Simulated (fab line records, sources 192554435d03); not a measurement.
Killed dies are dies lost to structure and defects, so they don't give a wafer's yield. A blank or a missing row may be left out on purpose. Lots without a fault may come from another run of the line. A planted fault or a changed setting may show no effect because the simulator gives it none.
Which tool did it? | flow n5_finfet | 22 lots, 66 wafers sampled, at 6 steps of a route of 1938

WHAT THE GAUGES READ, wafer by wafer
The record holds no reading of a measuring or inspecting step that can be judged against a usual standard deviation.

WHICH TOOL RAN EACH LOT (tool, then ch and the chambers of the sampled wafers, then the start)
lot  | N5_SDB_HM_DEP_00               | N5_HKMG_FIN_STRIP_34              | N5_HKMG_FIN_ETCH_35               | N5_HKMG_FIN_STRIP_92              | N5_HKMG_FIN_ETCH_86               | N5_HKMG_FIN_ALD_72
L074 | pecvd-01 ch 0,1,2, day 3 17:14 | rie_diel-06 ch 0,1,2, day 4 03:00 | rie_diel-06 ch 0,1,2, day 4 03:01 | rie_diel-06 ch 0,1,2, day 4 03:10 | rie_diel-02 ch 0,1,3, day 4 04:22 | cvd_w-02 ch 0,1, day 4 06:42
L075 | pecvd-01 ch 0,2, day 3 20:49   | rie_diel-06 ch 0,2, day 4 06:55   | rie_diel-06 ch 0,2, day 4 06:56   | rie_diel-06 ch 0,2, day 4 07:05   | rie_diel-02 ch 1,2,3, day 4 07:59 | cvd_w-01 ch 0,1, day 4 10:15
L076 | pecvd-04 ch 0,1, day 4 13:58   | rie_diel-02 ch 0,2,3, day 5 00:36 | rie_diel-02 ch 0,2,3, day 5 00:37 | rie_diel-02 ch 0,2,3, day 5 00:46 | rie_diel-06 ch 0,3, day 5 01:39   | cvd_w-01 ch 0,1, day 5 03:52
L077 | pecvd-03 ch 0,2, day 4 18:01   | rie_diel-05 ch 0,1, day 5 04:26   | rie_diel-05 ch 0,1, day 5 04:27   | rie_diel-05 ch 0,1, day 5 04:36   | rie_diel-05 ch 0,1,2, day 5 05:29 | cvd_w-02 ch 0,1, day 5 07:40
L078 | pecvd-03 ch 1,2, day 4 23:56   | rie_diel-05 ch 0,2, day 5 10:32   | rie_diel-05 ch 0,2, day 5 10:33   | rie_diel-05 ch 0,2, day 5 10:42   | rie_diel-06 ch 0,1, day 5 11:34   | cvd_w-01 ch 0,1, day 5 13:56
L079 | pecvd-03 ch 0,2, day 5 03:27   | rie_diel-02 ch 0,2, day 5 13:40   | rie_diel-02 ch 0,2, day 5 13:41   | rie_diel-02 ch 0,2, day 5 13:50   | rie_diel-05 ch 0,1,2, day 5 14:42 | cvd_w-02 ch 0,1, day 5 16:55
L080 | pecvd-01 ch 0,1, day 5 06:11   | rie_diel-05 ch 1,2,3, day 5 16:17 | rie_diel-05 ch 1,2,3, day 5 16:18 | rie_diel-05 ch 1,2,3, day 5 16:26 | rie_diel-02 ch 0,1,2, day 5 17:19 | cvd_w-01 ch 0,1, day 5 19:36
L081 | pecvd-04 ch 0,2, day 5 14:36   | rie_diel-06 ch 0,1,3, day 6 00:25 | rie_diel-06 ch 0,1,3, day 6 00:26 | rie_diel-06 ch 0,1,3, day 6 00:35 | rie_diel-06 ch 1,2,3, day 6 01:28 | cvd_w-02 ch 0,1, day 6 04:05
L084 | pecvd-03 ch 0,1,2, day 6 07:48 | rie_diel-02 ch 2,3, day 6 17:26   | rie_diel-02 ch 2,3, day 6 17:28   | rie_diel-02 ch 2,3, day 6 17:37   | rie_diel-06 ch 1,2,3, day 6 18:36 | cvd_w-01 ch 0,1, day 6 20:48
L085 | pecvd-01 ch 1, day 6 19:58     | rie_diel-05 ch 0,2,3, day 7 06:08 | rie_diel-05 ch 0,2,3, day 7 06:09 | rie_diel-05 ch 0,2,3, day 7 06:17 | rie_diel-06 ch 0,2,3, day 7 07:13 | cvd_w-02 ch 0,1, day 7 09:27
L086 | pecvd-03 ch 0,1,2, day 6 21:02 | rie_diel-05 ch 0,1,3, day 7 07:21 | rie_diel-05 ch 0,1,3, day 7 07:22 | rie_diel-05 ch 0,1,3, day 7 07:31 | rie_diel-06 ch 0,1,2, day 7 08:26 | cvd_w-01 ch 0,1, day 7 10:56
L087 | pecvd-04 ch 0,1,2, day 7 02:13 | rie_diel-05 ch 1,3, day 7 12:56   | rie_diel-05 ch 1,3, day 7 12:58   | rie_diel-05 ch 1,3, day 7 13:07   | rie_diel-05 ch 0,1, day 7 13:59   | cvd_w-01 ch 0,1, day 7 16:10
L088 | pecvd-03 ch 0,2, day 7 09:23   | rie_diel-06 ch 2,3, day 7 20:36   | rie_diel-06 ch 2,3, day 7 20:37   | rie_diel-06 ch 2,3, day 7 20:46   | rie_diel-05 ch 0,1, day 7 21:53   | cvd_w-01 ch 0,1, day 8 00:07
L089 | pecvd-04 ch 1,2, day 7 09:44   | rie_diel-06 ch 0,2,3, day 7 22:17 | rie_diel-06 ch 0,2,3, day 7 22:18 | rie_diel-06 ch 0,2,3, day 7 22:27 | rie_diel-05 ch 1,3, day 7 23:54   | cvd_w-02 ch 0,1, day 8 02:07
L090 | pecvd-03 ch 0,1,2, day 7 21:31 | rie_diel-06 ch 0,1,3, day 8 09:31 | rie_diel-06 ch 0,1,3, day 8 09:32 | rie_diel-06 ch 0,1,3, day 8 09:41 | rie_diel-05 ch 2,3, day 8 10:37   | cvd_w-01 ch 0,1, day 8 13:10
L091 | pecvd-04 ch 0,1, day 8 03:05   | rie_diel-02 ch 0,2,3, day 8 14:28 | rie_diel-02 ch 0,2,3, day 8 14:29 | rie_diel-02 ch 0,2,3, day 8 14:38 | rie_diel-02 ch 1,2, day 8 15:31   | cvd_w-01 ch 0,1, day 8 17:50
L092 | pecvd-04 ch 0,2, day 8 10:59   | rie_diel-02 ch 0,1,2, day 8 20:57 | rie_diel-02 ch 0,1,2, day 8 20:58 | rie_diel-02 ch 0,1,2, day 8 21:07 | rie_diel-02 ch 0,1,3, day 8 22:02 | cvd_w-01 ch 1, day 9 00:15
L093 | pecvd-04 ch 1,2, day 8 15:20   | rie_diel-06 ch 0,3, day 9 01:26   | rie_diel-06 ch 0,3, day 9 01:27   | rie_diel-06 ch 0,3, day 9 01:36   | rie_diel-06 ch 1,3, day 9 02:32   | cvd_w-01 ch 0,1, day 9 04:48
L094 | pecvd-04 ch 0,1,2, day 8 19:30 | rie_diel-06 ch 0,2,3, day 9 07:23 | rie_diel-06 ch 0,2,3, day 9 07:24 | rie_diel-06 ch 0,2,3, day 9 07:33 | rie_diel-06 ch 0,1,3, day 9 08:28 | cvd_w-01 ch 0,1, day 9 10:38
L095 | pecvd-01 ch 0,2, day 8 23:22   | rie_diel-05 ch 2,3, day 9 09:56   | rie_diel-05 ch 2,3, day 9 09:58   | rie_diel-05 ch 2,3, day 9 10:07   | rie_diel-06 ch 0,3, day 9 10:59   | cvd_w-02 ch 0,1, day 9 13:10
L096 | pecvd-03 ch 0,1,2, day 9 08:00 | rie_diel-06 ch 0,2,3, day 9 17:46 | rie_diel-06 ch 0,2,3, day 9 17:47 | rie_diel-06 ch 0,2,3, day 9 17:56 | rie_diel-02 ch 0,1, day 9 18:50   | cvd_w-02 ch 0,1, day 9 21:01
L097 | pecvd-03 ch 1,2, day 9 10:13   | rie_diel-05 ch 0,1,3, day 9 20:32 | rie_diel-05 ch 0,1,3, day 9 20:33 | rie_diel-05 ch 0,1,3, day 9 20:42 | rie_diel-02 ch 0,1,2, day 9 21:34 | cvd_w-02 ch 0, day 9 23:44
- N5_SDB_HM_DEP_00: deposits SiNx from SiH4/NH3/N2, target thk 40 nm, time 35.3 s.
- N5_HKMG_FIN_STRIP_34: strips in CF4.
- N5_HKMG_FIN_ETCH_35: etches SOC in N2/H2, target depth 215.8 nm, time 243.4 s.
- N5_HKMG_FIN_STRIP_92: strips SOC in N2/H2, time 20 s.
- N5_HKMG_FIN_ETCH_86: etches SOC in N2/H2, stops on TiN, target depth 393.2 nm.
- N5_HKMG_FIN_ALD_72: deposits W, target thk 2 nm, pulse time 1 s, purge time 2 s.

WHAT THE TOOLS THEMSELVES READ (means of the sampled wafers that have a number; where no wafer has one, the mark that the record gives instead)
N5_SDB_HM_DEP_00. Usual: heater_power_outer_w 496 W, standard deviation 76; heater_power_w 817 W, standard deviation 110; showerhead_plenum_p_Torr 5.11 Torr, standard deviation 0.036; throttle_valve_pct 40.0 %, standard deviation 2.8.
lot  | tool     | heater_power_outer_w (W) | heater_power_w (W) | showerhead_plenum_p_Torr (Torr) | throttle_valve_pct (%) | flag
L074 | pecvd-01 | 432                      | 787                | 5.12                            | 39.6                   |
L075 | pecvd-01 | 419                      | 768                | 5.14                            | 37.1                   |
L076 | pecvd-04 | 512                      | 831                | 5.07                            | 41.8                   |
L077 | pecvd-03 | 502                      | 767                | 5.11                            | 39.5                   |
L078 | pecvd-03 | 436                      | 697                | 5.11                            | 38.8                   |
L079 | pecvd-03 | 484                      | 762                | 5.12                            | 39.3                   |
L080 | pecvd-01 | 475                      | 825                | 5.08                            | 42.5                   |
L081 | pecvd-04 | 519                      | 831                | 5.10                            | 40.6                   |
L084 | pecvd-03 | 432                      | 709                | 5.11                            | 38.5                   |
L085 | pecvd-01 | 470                      | 806                | 5.08                            | 45.8                   |
L086 | pecvd-03 | 461                      | 742                | 5.10                            | 38.6                   |
L087 | pecvd-04 | 514                      | 836                | 5.11                            | 40.6                   |
L088 | pecvd-03 | 432                      | 685                | 5.12                            | 39.9                   |
L089 | pecvd-04 | 599                      | 962                | 5.13                            | 39.3                   |
L090 | pecvd-03 | 469                      | 727                | 5.10                            | 38.7                   |
L091 | pecvd-04 | 551                      | 881                | 5.09                            | 41.9                   |
L092 | pecvd-04 | 514                      | 830                | 5.09                            | 40.8                   |
L093 | pecvd-04 | 607                      | 971                | 5.12                            | 40.7                   |
L094 | pecvd-04 | 562                      | 916                | 5.11                            | 40.5                   |
L095 | pecvd-01 | 460                      | 814                | 5.15                            | 37.1                   |
L096 | pecvd-03 | 476                      | 765                | 5.11                            | 38.7                   |
L097 | pecvd-03 | 479                      | 785                | 5.09                            | 37.9                   |

N5_HKMG_FIN_STRIP_34. Usual: drypump_motor_current_A 5.8 A, standard deviation 0.47; oes_product_au 0.77 a.u., standard deviation 0.054; rf_vpp_V 271.8 V, standard deviation 1.2; showerhead_plenum_p_Torr 1.82 Torr, standard deviation 0.036; throttle_valve_pct 13.63 %, standard deviation 0.2.
lot  | tool        | drypump_motor_current_A (A) | oes_product_au (a.u.) | rf_vpp_V (V) | showerhead_plenum_p_Torr (Torr) | throttle_valve_pct (%) | flag
L074 | rie_diel-06 | 5.9                         | 0.75                  | 272.2        | 1.83                            | 13.66                  |
L075 | rie_diel-06 | 6.1                         | 0.75                  | 271.4        | 1.80                            | 13.71                  |
L076 | rie_diel-02 | 5.9                         | 0.80                  | 271.6        | 1.83                            | 13.74                  |
L077 | rie_diel-05 | 6.0                         | 0.84                  | 272.7        | 1.82                            | 13.59                  |
L078 | rie_diel-05 | 5.1                         | 0.76                  | 272.0        | 1.84                            | 13.50                  |
L079 | rie_diel-02 | 5.6                         | 0.78                  | 272.0        | 1.82                            | 13.81                  |
L080 | rie_diel-05 | 5.5                         | 0.81                  | 272.3        | 1.86                            | 13.42                  |
L081 | rie_diel-06 | 5.9                         | 0.75                  | 270.7        | 1.82                            | 13.73                  |
L084 | rie_diel-02 | 5.6                         | 0.75                  | 271.9        | 1.80                            | 13.88                  |
L085 | rie_diel-05 | 5.3                         | 0.78                  | 272.2        | 1.85                            | 13.50                  |
L086 | rie_diel-05 | 5.7                         | 0.81                  | 272.0        | 1.83                            | 13.56                  |
L087 | rie_diel-05 | 6.0                         | 0.83                  | 272.2        | 1.84                            | 13.50                  |
L088 | rie_diel-06 | 5.6                         | 0.80                  | 271.5        | 1.81                            | 13.56                  |
L089 | rie_diel-06 | 5.9                         | 0.76                  | 272.0        | 1.80                            | 13.67                  |
L090 | rie_diel-06 | 5.9                         | 0.73                  | 271.1        | 1.81                            | 13.78                  |
L091 | rie_diel-02 | 5.8                         | 0.77                  | 272.1        | 1.82                            | 13.80                  |
L092 | rie_diel-02 | 6.0                         | 0.75                  | 272.3        | 1.81                            | 13.67                  |
L093 | rie_diel-06 | 5.9                         | 0.77                  | 270.6        | 1.79                            | 13.73                  |
L094 | rie_diel-06 | 5.9                         | 0.76                  | 271.4        | 1.79                            | 13.70                  |
L095 | rie_diel-05 | 5.3                         | 0.77                  | 272.6        | 1.87                            | 13.40                  |
L096 | rie_diel-06 | 5.9                         | 0.75                  | 271.8        | 1.79                            | 13.70                  |
L097 | rie_diel-05 | 5.7                         | 0.78                  | 273.3        | 1.83                            | 13.62                  |

N5_HKMG_FIN_ETCH_35. Usual: drypump_motor_current_A 5.8 A, standard deviation 0.47; oes_product_au 0.78 a.u., standard deviation 0.06; rf_vpp_V 141.9 V, standard deviation 0.94; showerhead_plenum_p_Torr 2.58 Torr, standard deviation 0.056; throttle_valve_pct 17.91 %, standard deviation 0.2.
lot  | tool        | drypump_motor_current_A (A) | oes_product_au (a.u.) | rf_vpp_V (V) | showerhead_plenum_p_Torr (Torr) | throttle_valve_pct (%) | flag
L074 | rie_diel-06 | 5.9                         | 0.76                  | 142.4        | 2.58                            | 17.91                  |
L075 | rie_diel-06 | 6.1                         | 0.76                  | 141.5        | 2.55                            | 18.04                  |
L076 | rie_diel-02 | 5.8                         | 0.81                  | 141.7        | 2.60                            | 18.08                  |
L077 | rie_diel-05 | 6.0                         | 0.86                  | 142.4        | 2.57                            | 17.91                  |
L078 | rie_diel-05 | 5.1                         | 0.77                  | 142.1        | 2.62                            | 17.70                  |
L079 | rie_diel-02 | 5.6                         | 0.79                  | 141.9        | 2.59                            | 18.08                  |
L080 | rie_diel-05 | 5.5                         | 0.82                  | 142.5        | 2.63                            | 17.71                  |
L081 | rie_diel-06 | 5.9                         | 0.76                  | 141.8        | 2.57                            | 18.01                  |
L084 | rie_diel-02 | 5.6                         | 0.76                  | 141.7        | 2.55                            | 18.16                  |
L085 | rie_diel-05 | 5.3                         | 0.79                  | 142.6        | 2.62                            | 17.71                  |
L086 | rie_diel-05 | 5.7                         | 0.82                  | 141.8        | 2.60                            | 17.81                  |
L087 | rie_diel-05 | 6.0                         | 0.84                  | 142.2        | 2.60                            | 17.84                  |
L088 | rie_diel-06 | 5.6                         | 0.81                  | 141.2        | 2.56                            | 17.89                  |
L089 | rie_diel-06 | 5.9                         | 0.77                  | 142.5        | 2.55                            | 18.01                  |
L090 | rie_diel-06 | 5.9                         | 0.74                  | 142.2        | 2.56                            | 18.03                  |
L091 | rie_diel-02 | 5.8                         | 0.78                  | 142.9        | 2.59                            | 18.12                  |
L092 | rie_diel-02 | 6.0                         | 0.76                  | 142.0        | 2.58                            | 17.99                  |
L093 | rie_diel-06 | 5.9                         | 0.78                  | 142.6        | 2.54                            | 18.07                  |
L094 | rie_diel-06 | 5.9                         | 0.76                  | 142.1        | 2.54                            | 18.03                  |
L095 | rie_diel-05 | 5.3                         | 0.78                  | 142.9        | 2.65                            | 17.65                  |
L096 | rie_diel-06 | 5.9                         | 0.76                  | 141.9        | 2.54                            | 18.04                  |
L097 | rie_diel-05 | 5.7                         | 0.80                  | 141.6        | 2.59                            | 17.87                  |

N5_HKMG_FIN_STRIP_92. Usual: drypump_motor_current_A 5.8 A, standard deviation 0.47; oes_product_au 0.78 a.u., standard deviation 0.059; rf_vpp_V 54.3 V, standard deviation 0.83; showerhead_plenum_p_Torr 3.41 Torr, standard deviation 0.071; throttle_valve_pct 19.1 %, standard deviation 0.34.
lot  | tool        | drypump_motor_current_A (A) | oes_product_au (a.u.) | rf_vpp_V (V) | showerhead_plenum_p_Torr (Torr) | throttle_valve_pct (%) | flag
L074 | rie_diel-06 | 5.9                         | 0.76                  | 54.1         | 3.41                            | 19.0                   |
L075 | rie_diel-06 | 6.1                         | 0.77                  | 54.2         | 3.36                            | 19.4                   |
L076 | rie_diel-02 | 5.9                         | 0.81                  | 55.6         | 3.44                            | 19.3                   |
L077 | rie_diel-05 | 6.0                         | 0.85                  | 54.8         | 3.40                            | 19.2                   |
L078 | rie_diel-05 | 5.1                         | 0.77                  | 54.2         | 3.46                            | 18.9                   |
L079 | rie_diel-02 | 5.6                         | 0.79                  | 53.7         | 3.42                            | 19.1                   |
L080 | rie_diel-05 | 5.5                         | 0.82                  | 54.4         | 3.48                            | 19.0                   |
L081 | rie_diel-06 | 5.9                         | 0.76                  | 53.9         | 3.40                            | 19.1                   |
L084 | rie_diel-02 | 5.6                         | 0.77                  | 55.0         | 3.36                            | 19.4                   |
L085 | rie_diel-05 | 5.3                         | 0.79                  | 54.0         | 3.46                            | 18.9                   |
L086 | rie_diel-05 | 5.7                         | 0.83                  | 54.9         | 3.43                            | 19.0                   |
L087 | rie_diel-05 | 6.0                         | 0.84                  | 53.8         | 3.44                            | 19.2                   |
L088 | rie_diel-06 | 5.6                         | 0.81                  | 53.8         | 3.39                            | 19.1                   |
L089 | rie_diel-06 | 5.9                         | 0.77                  | 54.8         | 3.37                            | 19.3                   |
L090 | rie_diel-06 | 5.9                         | 0.74                  | 53.5         | 3.39                            | 19.2                   |
L091 | rie_diel-02 | 5.8                         | 0.79                  | 53.8         | 3.42                            | 19.3                   |
L092 | rie_diel-02 | 6.0                         | 0.76                  | 54.5         | 3.41                            | 19.1                   |
L093 | rie_diel-06 | 5.9                         | 0.78                  | 54.4         | 3.36                            | 19.4                   |
L094 | rie_diel-06 | 5.9                         | 0.77                  | 54.3         | 3.36                            | 19.3                   |
L095 | rie_diel-05 | 5.3                         | 0.78                  | 54.0         | 3.50                            | 18.9                   |
L096 | rie_diel-06 | 5.9                         | 0.77                  | 53.5         | 3.36                            | 19.3                   |
L097 | rie_diel-05 | 5.7                         | 0.79                  | 54.2         | 3.41                            | 19.0                   |

N5_HKMG_FIN_ETCH_86. Usual: drypump_motor_current_A 5.8 A, standard deviation 0.47; oes_product_au 0.77 a.u., standard deviation 0.058; rf_vpp_V 241.4 V, standard deviation 1; showerhead_plenum_p_Torr 2.58 Torr, standard deviation 0.059; throttle_valve_pct 17.89 %, standard deviation 0.2.
lot  | tool        | drypump_motor_current_A (A) | oes_product_au (a.u.) | rf_vpp_V (V) | showerhead_plenum_p_Torr (Torr) | throttle_valve_pct (%) | flag
L074 | rie_diel-02 | 6.2                         | 0.80                  | 241.4        | 2.61                            | 17.92                  |
L075 | rie_diel-02 | 5.8                         | 0.74                  | 240.1        | 2.54                            | 17.96                  |
L076 | rie_diel-06 | 6.2                         | 0.77                  | 240.3        | 2.54                            | 18.09                  |
L077 | rie_diel-05 | 5.6                         | 0.80                  | 241.6        | 2.60                            | 17.77                  |
L078 | rie_diel-06 | 5.9                         | 0.72                  | 241.5        | 2.60                            | 17.93                  |
L079 | rie_diel-05 | 5.5                         | 0.80                  | 241.4        | 2.59                            | 17.78                  |
L080 | rie_diel-02 | 6.0                         | 0.77                  | 241.5        | 2.59                            | 17.91                  |
L081 | rie_diel-06 | 5.6                         | 0.78                  | 241.8        | 2.59                            | 17.79                  |
L084 | rie_diel-06 | 5.6                         | 0.78                  | 241.4        | 2.59                            | 17.82                  |
L085 | rie_diel-06 | 5.9                         | 0.77                  | 241.8        | 2.55                            | 17.94                  |
L086 | rie_diel-06 | 5.9                         | 0.73                  | 241.3        | 2.57                            | 17.92                  |
L087 | rie_diel-05 | 5.7                         | 0.79                  | 240.7        | 2.56                            | 17.90                  |
L088 | rie_diel-05 | 6.0                         | 0.81                  | 240.7        | 2.56                            | 17.92                  |
L089 | rie_diel-05 | 6.0                         | 0.83                  | 241.8        | 2.60                            | 17.82                  |
L090 | rie_diel-05 | 5.3                         | 0.78                  | 241.9        | 2.65                            | 17.60                  |
L091 | rie_diel-02 | 5.5                         | 0.71                  | 240.8        | 2.52                            | 18.00                  |
L092 | rie_diel-02 | 6.2                         | 0.77                  | 240.7        | 2.59                            | 17.95                  |
L093 | rie_diel-06 | 5.7                         | 0.77                  | 241.6        | 2.58                            | 17.90                  |
L094 | rie_diel-06 | 5.9                         | 0.73                  | 241.5        | 2.56                            | 18.01                  |
L095 | rie_diel-06 | 6.2                         | 0.73                  | 241.2        | 2.53                            | 18.14                  |
L096 | rie_diel-02 | 6.4                         | 0.74                  | 240.8        | 2.58                            | 17.82                  |
L097 | rie_diel-02 | 6.0                         | 0.75                  | 240.8        | 2.58                            | 17.96                  |

N5_HKMG_FIN_ALD_72. Usual: heater_power_outer_w 280 W, standard deviation 24; heater_power_w 485 W, standard deviation 30; precursor_pulse_height_rel 1.004, standard deviation 0.021.
lot  | tool     | heater_power_outer_w (W) | heater_power_w (W) | precursor_pulse_height_rel | flag
L074 | cvd_w-02 | 263                      | 486                | 1.030                      |
L075 | cvd_w-01 | 278                      | 458                | 1.006                      |
L076 | cvd_w-01 | 280                      | 467                | 0.995                      |
L077 | cvd_w-02 | 261                      | 473                | 1.001                      |
L078 | cvd_w-01 | 291                      | 492                | 0.988                      |
L079 | cvd_w-02 | 264                      | 481                | 1.020                      |
L080 | cvd_w-01 | 280                      | 461                | 1.007                      |
L081 | cvd_w-02 | 278                      | 492                | 0.991                      |
L084 | cvd_w-01 | 277                      | 465                | 0.996                      |
L085 | cvd_w-02 | 280                      | 493                | 1.002                      |
L086 | cvd_w-01 | 291                      | 497                | 0.992                      |
L087 | cvd_w-01 | 292                      | 487                | 1.002                      |
L088 | cvd_w-01 | 290                      | 486                | 1.013                      |
L089 | cvd_w-02 | 257                      | 481                | 1.006                      |
L090 | cvd_w-01 | 283                      | 489                | 0.985                      |
L091 | cvd_w-01 | 283                      | 467                | 0.980                      |
L092 | cvd_w-01 | 302                      | 514                | 1.012                      |
L093 | cvd_w-01 | 281                      | 474                | 0.997                      |
L094 | cvd_w-01 | 283                      | 467                | 1.003                      |
L095 | cvd_w-02 | 282                      | 498                | 1.003                      |
L096 | cvd_w-02 | 262                      | 487                | 1.009                      |
L097 | cvd_w-02 | 240                      | 472                | 1.001                      |

THE ANSWER, worked out from the rows above alone
Rule: a lot is off if the mean of its wafers that have a number lies more than 3 standard deviations from the usual mean. A lot without any number at a reading at which 4 lots or more have one is off too. The other lots that the step has rows for count as sound. The gauges are gone through in route order, then the tools' own readings, and for those a lot's mean is taken as printed above. The first step at which some lot is off is used, and at that step the reading that is off furthest; a lot without a number counts as furthest.
No lot is off at any reading shown: from this, nothing can be told.

WHAT THE SIMULATOR HAD PUT IN
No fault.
